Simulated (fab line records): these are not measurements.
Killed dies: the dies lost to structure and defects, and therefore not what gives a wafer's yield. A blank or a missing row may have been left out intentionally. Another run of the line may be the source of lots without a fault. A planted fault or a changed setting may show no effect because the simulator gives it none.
Which tool did it? | flow n5 finfet | 33 wafers from 11 lots sampled at 5 of the route's 1938 steps

== WHAT EACH GAUGE READ, for each wafer ==
N5_BEOL_M4_RC_MEAS_101. Usual: DIBL_N 36.4 mV/V, standard deviation 1.7; DIBL_P 36.4 mV/V, standard deviation 2.1; IOFF_N 0.16 nA/um, standard deviation 0.035; IOFF_P 0.21 nA/um, standard deviation 0.035; ION_N 680 uA/um, standard deviation 11; ION_P 465 uA/um, standard deviation 6.8; SS_N 71.5 mV/dec, standard deviation 0.58; SS_P 73.2 mV/dec, standard deviation 0.72; VT_N 249 mV, standard deviation 3.6; VT_P -250 mV, standard deviation 3.1.
lot  | measured     | on        | DIBL_N (mV/V)  | DIBL_P (mV/V)  | IOFF_N (nA/um) | IOFF_P (nA/um) | ION_N (uA/um) | ION_P (uA/um) | SS_N (mV/dec)  | SS_P (mV/dec)  | VT_N (mV)   | VT_P (mV)      | flag
L254 | day 8 12:06  | prober-02 | 38.5 37.1 36.7 | 37.3 34.6 34.6 | 0.18 0.14 0.14 | 0.21 0.17 0.15 | 693 685 668   | 464 461 447   | 71.5 71.3 71.4 | 73.9 73.2 73.4 | 246 253 253 | -248 -254 -254 |
L255 | day 8 08:55  | prober-02 | 34.6 34.0 37.1 | 34.5 33.7 37.9 | 0.14 0.13 0.18 | 0.19 0.17 0.23 | 669 667 689   | 462 460 467   | 71.7 71.6 71.5 | 72.8 72.1 73.1 | 252 253 246 | -248 -253 -247 |
L257 | day 8 23:29  | prober-01 | 35.5 36.5 34.6 | 36.7 37.4 35.5 | 0.17 0.20 0.16 | 0.22 0.23 0.19 | 701 691 686   | 472 463 464   | 71.6 71.4 71.5 | 73.9 73.5 73.5 | 246 246 250 | -246 -246 -251 |
L259 | day 9 17:30  | prober-02 | 37.9 35.0 37.2 | 39.1 34.9 37.8 | 0.19 0.13 0.16 | 0.23 0.17 0.21 | 686 666 669   | 461 458 459   | 72.5 70.4 71.7 | 74.7 73.3 73.2 | 247 255 251 | -251 -254 -252 |
L262 | day 9 23:12  | prober-02 | 34.2 34.8 37.7 | 34.4 34.9 37.7 | 0.13 0.14 0.18 | 0.18 0.18 0.22 | 689 675 695   | 466 465 468   | 70.7 72.1 71.9 | 72.2 72.0 72.7 | 251 251 248 | -254 -253 -252 |
L263 | day 10 02:14 | prober-02 | 36.5 38.0 40.3 | 36.4 39.3 42.2 | 0.14 0.19 0.24 | 0.19 0.24 0.30 | 686 693 701   | 472 474 475   | 72.0 71.2 72.4 | 73.6 73.5 74.3 | 251 249 244 | -252 -249 -245 |
L264 | day 10 04:45 | prober-01 | 37.7 35.5 35.9 | 36.4 33.3 34.8 | 0.19 0.13 0.14 | 0.24 0.18 0.21 | 697 655 682   | 474 457 469   | 71.9 71.9 71.6 | 73.2 72.4 72.8 | 244 252 246 | -246 -252 -246 |
L266 | day 11 07:11 | prober-01 | 35.3 35.7 36.4 | 34.5 34.5 34.9 | 0.14 0.15 0.16 | 0.18 0.20 0.20 | 679 679 678   | 463 461 459   | 71.1 71.2 71.6 | 72.3 72.8 73.1 | 250 248 247 | -252 -249 -252 |
L270 | day 12 04:37 | prober-01 | 34.6 35.9 36.6 | 35.4 36.7 36.7 | 0.13 0.16 0.17 | 0.18 0.20 0.19 | 671 684 684   | 468 471 466   | 69.9 71.1 71.0 | 72.8 73.8 73.2 | 252 251 253 | -253 -252 -252 |
L272 | day 12 14:55 | prober-02 | 34.0 37.2 35.8 | 33.9 36.5 35.5 | 0.12 0.16 0.14 | 0.15 0.19 0.18 | 664 674 676   | 457 458 464   | 71.4 71.8 70.8 | 72.0 72.7 72.2 | 256 250 252 | -253 -252 -255 |
L275 | day 13 05:23 | prober-02 | 39.5 37.7 41.5 | 40.4 37.7 42.8 | 0.24 0.19 0.31 | 0.28 0.23 0.32 | 686 702 717   | 463 471 480   | 73.2 71.0 72.9 | 74.5 73.2 75.0 | 243 243 239 | -247 -249 -245 |

== TOOL THAT RAN EACH LOT (tool first, then ch and the chambers of the sampled wafers, then the start) ==
lot  | N5_BEOL_M0_PRE_CLEAN_131         | N5_BEOL_M0_CO_CAP_123            | N5_BEOL_M0_DEP_125             | N5_BEOL_M1_COAT_73
L254 | cvd co-01 ch 0,1,2, day 5 21:32  | cvd co-01 ch 0,1,2, day 5 21:34  | pecvd-04 ch 0,2, day 5 21:41   | litho track-05 ch 0, day 5 23:29
L255 | cvd co-01 ch 0,1,2, day 6 08:54  | cvd co-01 ch 0,1,2, day 6 08:56  | pecvd-01 ch 0,1, day 6 09:04   | litho track-03 ch 0, day 6 09:46
L257 | cvd co-01 ch 0,2, day 6 19:38    | cvd co-01 ch 0,2, day 6 19:41    | pecvd-04 ch 1,2, day 6 19:47   | litho track-05 ch 0, day 6 21:37
L259 | cvd co-01 ch 0,1,2, day 7 11:54  | cvd co-01 ch 0,1,2, day 7 11:56  | pecvd-01 ch 1,2, day 7 12:04   | litho track-05 ch 0, day 7 15:01
L262 | cvd co-01 ch 0,1, day 7 22:28    | cvd co-01 ch 0,1, day 7 22:31    | pecvd-01 ch 0,1,2, day 7 22:37 | litho track-05 ch 0, day 7 23:17
L263 | cvd co-01 ch 0,1, day 8 01:39    | cvd co-01 ch 0,1, day 8 01:41    | pecvd-02 ch 1,2, day 8 01:49   | litho track-04 ch 0, day 8 03:02
L264 | cvd co-01 ch 0,2, day 8 06:08    | cvd co-01 ch 0,2, day 8 06:10    | pecvd-04 ch 0,1,2, day 8 06:17 | litho track-03 ch 0, day 8 08:08
L266 | cvd co-01 ch 0,2, day 9 03:04    | cvd co-01 ch 0,2, day 9 03:06    | pecvd-04 ch 0,1, day 9 03:13   | litho track-03 ch 0, day 9 03:55
L270 | cvd co-01 ch 0,1,2, day 9 19:30  | cvd co-01 ch 0,1,2, day 9 19:32  | pecvd-04 ch 0,1, day 9 19:40   | litho track-04 ch 0, day 9 21:48
L272 | cvd co-01 ch 0,1,2, day 10 10:03 | cvd co-01 ch 0,1,2, day 10 10:05 | pecvd-04 ch 0,1, day 10 10:13  | litho track-04 ch 0, day 10 12:25
L275 | cvd co-01 ch 0,2, day 11 11:29   | cvd co-01 ch 0,2, day 11 11:32   | pecvd-01 ch 0,2, day 11 11:39  | litho track-04 ch 0, day 11 12:43
- N5_BEOL_M0_PRE_CLEAN_131: time 15 s.
- N5_BEOL_M0_CO_CAP_123: material Co, precursor CCTBA/H2, target thk 2 nm, time 102.1 s.
- N5_BEOL_M0_DEP_125: deposits SiCN from 3MS/NH3, target thk 8 nm, time 14 s.
- N5_BEOL_M1_COAT_73: time 60 s, resist thk 5 nm.

== AS READ BY THE TOOLS THEMSELVES (means over the sampled wafers that have a number; for cases with no such wafer, the mark the record gives instead) ==
N5_BEOL_M0_PRE_CLEAN_131. Usual: heater power w 83 W, standard deviation 9.4.
lot  | tool      | heater power w (W) | flag
L254 | cvd co-01 | 83                 |
L255 | cvd co-01 | 81                 |
L257 | cvd co-01 | 85                 |
L259 | cvd co-01 | 83                 |
L262 | cvd co-01 | 76                 |
L263 | cvd co-01 | 76                 |
L264 | cvd co-01 | 91                 |
L266 | cvd co-01 | 91                 |
L270 | cvd co-01 | 83                 |
L272 | cvd co-01 | 81                 |
L275 | cvd co-01 | 84                 |

N5_BEOL_M0_CO_CAP_123. Usual: heater power w 233 W, standard deviation 12.
lot  | tool      | heater power w (W) | flag
L254 | cvd co-01 | 227                |
L255 | cvd co-01 | 235                |
L257 | cvd co-01 | 237                |
L259 | cvd co-01 | 235                |
L262 | cvd co-01 | 226                |
L263 | cvd co-01 | 226                |
L264 | cvd co-01 | 246                |
L266 | cvd co-01 | 243                |
L270 | cvd co-01 | 237                |
L272 | cvd co-01 | 235                |
L275 | cvd co-01 | 236                |

N5_BEOL_M0_DEP_125. Usual: showerhead plenum p Torr 3.668 Torr, standard deviation 0.014; throttle valve pct 8.9 %, standard deviation 0.31.
lot  | tool     | showerhead plenum p Torr (Torr) | throttle valve pct (%) | flag
L254 | pecvd-04 | 3.655                           | 8.8                    |
L255 | pecvd-01 | 3.668                           | 8.9                    |
L257 | pecvd-04 | 3.660                           | 8.8                    |
L259 | pecvd-01 | 3.666                           | 8.7                    |
L262 | pecvd-01 | 3.661                           | 9.0                    |
L263 | pecvd-02 | 3.694                           | 8.9                    |
L264 | pecvd-04 | 3.662                           | 8.8                    |
L266 | pecvd-04 | 3.675                           | 8.8                    |
L270 | pecvd-04 | 3.669                           | 8.7                    |
L272 | pecvd-04 | 3.668                           | 8.8                    |
L275 | pecvd-01 | 3.663                           | 9.3                    |

N5_BEOL_M1_COAT_73. Usual: heater power total W 391.6 W, standard deviation 1.4; plate temp C 204.99 C, standard deviation 0.14.
lot  | tool           | heater power total W (W) | plate temp C (C) | flag
L254 | litho track-05 | 392.4                    | 204.97           |
L255 | litho track-03 | 391.8                    | 205.09           |
L257 | litho track-05 | 391.6                    | 205.00           |
L259 | litho track-05 | 380.1                    | 200.01           | OFF
L262 | litho track-05 | 379.8                    | 199.96           | OFF
L263 | litho track-04 | 392.3                    | 204.87           |
L264 | litho track-03 | 390.7                    | 205.03           |
L266 | litho track-03 | 392.5                    | 204.99           |
L270 | litho track-04 | 390.5                    | 204.98           |
L272 | litho track-04 | 391.9                    | 204.99           |
L275 | litho track-04 | 391.6                    | 204.86           |

== THE ANSWER, worked out from the rows above alone ==
Rule: a lot is off if the mean of its wafers that have a number lies more than 3 standard deviations from the usual mean. A lot without any number at a reading at which 4 lots or more have one is off too. The other lots that the step has rows for count as sound. After the gauges, taken in route order, come the tools' own readings; for these a lot's mean is taken, as printed above. The first step at which some lot is off is used, and at that step the reading that is off furthest; a lot without a number counts as furthest.
Off: L259, L262, at N5_BEOL_M1_COAT_73 (plate temp C).
A tool fits if, at that step or a process step before it, it ran every lot that is off, and no sound lot after the first of them. One fits: litho track-05 at N5_BEOL_M1_COAT_73. Its last sound lot is L257 (day 6 21:37), its first lot that is off L259 (day 7 15:01): a fault that began between those two fits.
The tool's own readings at N5_BEOL_M1_COAT_73 bear it out: on the lots that are off they differ by more than 5 times the standard deviation of the sound lots' means. heater power total W reads 380.0 W there against 391.7 W on the sound lots; plate temp C reads 199.99 C there against 204.98 C on the sound lots.

== WHAT THE SIMULATOR HAD INSERTED ==
Process parameters drifting: litho track-05 at N5_BEOL_M1_COAT_73, beginning at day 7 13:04. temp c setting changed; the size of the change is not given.
Shown lots that were struck: L259, L262. The rule above reached the same finding.
